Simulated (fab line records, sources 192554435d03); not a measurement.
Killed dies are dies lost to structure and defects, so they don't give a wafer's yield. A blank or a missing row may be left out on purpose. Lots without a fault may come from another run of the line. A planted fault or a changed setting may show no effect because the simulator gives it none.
Problem report in the 8D (eight disciplines) form, filled by code | flow n5_finfet | the parts of the form that need people (team, actions taken, sign-off) are left out

1. THE PROBLEM
trench_depth_nm at N5_BEOL_M11_OCD_MEAS_38 reads a mean of 133.5 nm on 1 wafer of 1 lot; wafers without a fault read 148.0 nm with a standard deviation of 2.7. That is -5.4 standard deviations from the usual mean.
First seen on wafer L458.2, day 13 16:19, on ocd-01. The record holds 27 wafers of 9 lots with a number at this step. Rule for "out", or "out of limits": more than 4 standard deviations from the usual mean. The other wafers with a number count as sound.

2. WHAT IT IS AND WHAT IT IS NOT
question                    | is                | is not
which readings at this step | trench_depth_nm   | -
which lots                  | L458              | L446, L449, L450, L452, L462, L464, L466, L468
which wafers of those lots  | L458.2            | L458.1, L458.5
read on which gauges        | ocd-01            | ocd-02
when                        | from day 13 16:19 | up to then (14 sound wafers); but 12 sound wafers of L462, L464, L466, L468 came after

3. SUSPECTS, AND WHAT RULES EACH OUT
Counting: a tool at a process step up to the reading stays a suspect if it ran every lot that is out. Sound lots after the first of them don't rule it out here, since some wafers of a struck lot are sound.
- the gauge at N5_BEOL_M11_OCD_MEAS_38: ruled out. All the wafers that are out were read on ocd-01, but those of them that N5_BEOL_M11_TRENCH_ETCH_37 has rows for are out there too, on other tools.
- rie_diel-03 at N5_BEOL_M11_VIA_ETCH_34 (etches SiCOH lowk in C4F6/O2, target depth 184.5 nm, time 69.2 s): kept. It ran the lot that is out, L458 (day 13 16:02); its last sound lot up to then is L450 (day 12 01:11).
- rie_diel-03 at N5_BEOL_M11_TRENCH_ETCH_37 (etches SiCOH lowk in C4F6/O2, target depth 148.83 nm, time 48 s): kept. It ran the lot that is out, L458 (day 13 16:08); its last sound lot up to then is L450 (day 12 01:17). Its own readings are out on those wafers: rf_fwd_power_W, rf_vpp_V.
- Within rie_diel-03 at N5_BEOL_M11_VIA_ETCH_34: the wafers that are out ran in chamber 3; their sound lot-mates ran in chambers 1, 2.
- Within rie_diel-03 at N5_BEOL_M11_TRENCH_ETCH_37: the wafers that are out ran in chamber 3; their sound lot-mates ran in chambers 1, 2.
Left after counting: rie_diel-03 at N5_BEOL_M11_VIA_ETCH_34, rie_diel-03 at N5_BEOL_M11_TRENCH_ETCH_37.

4. THE CAUSE (what the simulator had put in)
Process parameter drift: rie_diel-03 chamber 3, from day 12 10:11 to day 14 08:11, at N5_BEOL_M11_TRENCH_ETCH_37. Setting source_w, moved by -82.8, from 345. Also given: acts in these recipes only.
Counting left 2 suspects, and this tool is among them.

5. THE CHAIN OF EFFECTS, in route order
Each row: a reading whose mean over the struck wafers that have a number lies more than 3 standard deviations from the usual. Only readings for which the record gives a usual standard deviation are gone through. hours: the time from each lot's start at the first step in this table that gives one to its start at this step, as a median over the lots. sigmas: the change in usual standard deviations.
hours | step                       | reading         | usual        | on struck wafers | change | sigmas
0     | N5_BEOL_M11_TRENCH_ETCH_37 | rf_fwd_power_W  | 341.2 W      | 258.5            | -82.7  | -55
0     | N5_BEOL_M11_TRENCH_ETCH_37 | rf_vpp_V        | 662 V        | 742              | +80    | +5.7
0     | N5_BEOL_M11_OCD_MEAS_38    | trench_depth_nm | 148.0 nm     | 133.5            | -14.5  | -5.4
3     | N5_BEOL_M11_THK_MEAS_53    | M11_THK         | 141 nm       | 128              | -13    | -4.1
3     | N5_BEOL_M11_RS_MEAS_57     | M11_RS          | 0.152 ohm/sq | 0.170            | +0.018 | +4.9
The process steps in it:
- N5_BEOL_M11_TRENCH_ETCH_37: etches SiCOH lowk in C4F6/O2, target depth 148.83 nm, time 48 s.

6. WHAT WOULD HAVE CAUGHT IT SOONER
In this record the first reading out of limits at a measuring or inspecting step was taken at day 13 16:19, 30 hours after the fault began at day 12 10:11.
The tool's own readings at N5_BEOL_M11_TRENCH_ETCH_37 were out on every struck wafer that the step has a row for (rf_fwd_power_W, rf_vpp_V): an alarm limit on them would have fired on the first of those.
All the lots that are out (1) had begun N5_BEOL_M11_TRENCH_ETCH_37 on rie_diel-03 by day 13 16:19. A hold on the tool at that time would have spared none of them.
